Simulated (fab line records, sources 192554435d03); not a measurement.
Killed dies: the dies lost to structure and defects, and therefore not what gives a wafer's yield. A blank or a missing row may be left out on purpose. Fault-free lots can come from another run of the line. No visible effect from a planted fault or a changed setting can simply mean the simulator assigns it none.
One fault through the eyes of 2 desks ; flow n5_finfet ; each desk holds nothing but its own numbers, with what lay behind them at the end

## TOOL OWNER'S DESK, pvd_sputter-01
The tool's own readings at N5_BEOL_M7_SPUTTER_48 (material Cu, target thk 10 nm, time 1.667 s): means of the sampled wafers that have a number, for each lot that ran on this tool. Marked OUT: a lot whose mean sits more than 4 standard deviations from the usual mean, which makes it out of limits; the brackets give that distance.
Columns: A = cathode_dc_power_W at N5_BEOL_M7_SPUTTER_48, usual 26000 W; B = throttle_valve_pct at N5_BEOL_M7_SPUTTER_48, usual 29.8 %
lot;first seen here;A;B
L435;day 10 20:07;25999;30.0
L447;day 14 03:40;25559 (-98) OUT;29.5
L448;day 14 04:29;25555 (-99) OUT;29.9
L458;day 17 14:55;25995;29.7
This desk finds L447, L448 out of limits, L447 being first, at day 14 03:40 (cathode_dc_power_W at N5_BEOL_M7_SPUTTER_48). L435, L458 stayed within limits.

## THE METROLOGY DESK
Lot by lot, what the gauges showed, no matter which tool ran the lot: averages of those sampled wafers that carry a number. Marked OUT: a lot whose mean sits more than 4 standard deviations from the usual mean, which makes it out of limits; the brackets give that distance.
Columns: A = trench_depth_nm at N5_BEOL_M7_OCD_MEAS_38, usual 93.1 nm; B = cd_nm at N5_BEOL_M7_CD_MEAS_35, usual 40.1 nm
lot;first seen here;A;B
L435;day 10 18:53;92.8;39.8
L447;day 14 01:17;93.8;41.2
L448;day 14 02:07;93.6;39.7
L453;day 15 16:49;94.6;40.1
L457;day 16 22:12;93.6;40.2
L458;day 17 11:46;91.9;39.7
This desk found nothing out of limits on any of the 6 lots.

## ALL TOGETHER
At day 14 03:40, on L447, L448, the tool owner's desk was in a position to raise an alarm.
The metrology desk saw nothing out of limits.
The metrology desk holds a record of L447, L448, inside its limits.
Every lot named ran N5_BEOL_M7_SPUTTER_48 on pvd_sputter-01.

## WHAT WAS PUT IN BY THE SIMULATOR
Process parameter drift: pvd_sputter-01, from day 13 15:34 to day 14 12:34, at N5_BEOL_M7_SPUTTER_48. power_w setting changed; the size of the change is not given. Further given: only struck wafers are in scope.
Struck lots among those shown: L447, L448.
Time in hours from fault onset to the first out-of-limits reading at each desk: the tool owner's desk, 12.
